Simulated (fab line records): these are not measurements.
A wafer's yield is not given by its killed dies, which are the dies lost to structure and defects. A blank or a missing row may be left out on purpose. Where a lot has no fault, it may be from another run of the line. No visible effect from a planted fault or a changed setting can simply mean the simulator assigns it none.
Matching of chambers :: flow nand-harc :: NHARC_P_GATE_ALD_36 on ald-sin-01 has 4 sister chambers
The step deposits SiNx, target thk 20 nm, pulse time 60 s, ald cycles 223. 8 wafers are shown with their chamber, then 7 later ones without.

== WAFERS PAIRED WITH THEIR CHAMBERS ==
wafer: L079.5
chamber: 1
heater-power-w (W): 958
precursor-pulse-height-rel: 1.008

wafer: L081.5
chamber: 3
heater-power-w (W): 802
precursor-pulse-height-rel: 0.977

wafer: L081.6
chamber: 0
heater-power-w (W): 910
precursor-pulse-height-rel: 1.009

wafer: L086.1
chamber: 3
heater-power-w (W): 856
precursor-pulse-height-rel: 0.993

wafer: L086.5
chamber: 1
heater-power-w (W): 949
precursor-pulse-height-rel: 0.997

wafer: L086.6
chamber: 2
heater-power-w (W): 851
precursor-pulse-height-rel: 0.990

wafer: L090.3
chamber: 2
heater-power-w (W): 869
precursor-pulse-height-rel: 1.028

wafer: L090.1
chamber: 0
heater-power-w (W): 885
precursor-pulse-height-rel: 0.998

== WAFERS WITH NO CHAMBER GIVEN ==
wafer: L090.5
heater-power-w (W): 963
precursor-pulse-height-rel: 1.041

wafer: L092.1
heater-power-w (W): 924
precursor-pulse-height-rel: 0.976

wafer: L092.2
heater-power-w (W): 848
precursor-pulse-height-rel: 0.996

wafer: L092.6
heater-power-w (W): 962
precursor-pulse-height-rel: 1.009

wafer: L096.1
heater-power-w (W): 881
precursor-pulse-height-rel: 0.999

wafer: L096.2
heater-power-w (W): 962
precursor-pulse-height-rel: 0.999

wafer: L096.5
heater-power-w (W): 966
precursor-pulse-height-rel: 1.001

== THE CHAMBER EACH PASSED THROUGH ==
wafer: L090.5
from the rows above: can't be placed: 1 or 0
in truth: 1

wafer: L092.1
from the rows above: can't be placed: 0 or 1 or 2
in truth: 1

wafer: L092.2
from the rows above: can't be placed: 2 or 3 or 0
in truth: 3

wafer: L092.6
from the rows above: 1
in truth: 1

wafer: L096.1
from the rows above: can't be placed: 0 or 2 or 3
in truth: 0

wafer: L096.2
from the rows above: 1
in truth: 1

wafer: L096.5
from the rows above: 1
in truth: 1
Placed correctly: 3 of 7. Unplaceable from these rows: 4, with the true chamber sitting among the candidates in 4. 0 placed wrongly.
How it was worked out, from the rows above alone: a wafer's distance from a chamber is the root of the sum, over the readings, of the square of ((its reading less the chamber's mean) divided by the reading's scatter). The wafer belongs to the nearest chamber; if the next one is less than 2 further off, it can't be placed. The mean given for a chamber averages the wafers shown for that chamber. The scatter: take each reading less its chamber's mean, square it, sum over the shown wafers, divide by the number of wafers less the number of chambers, and take the root.
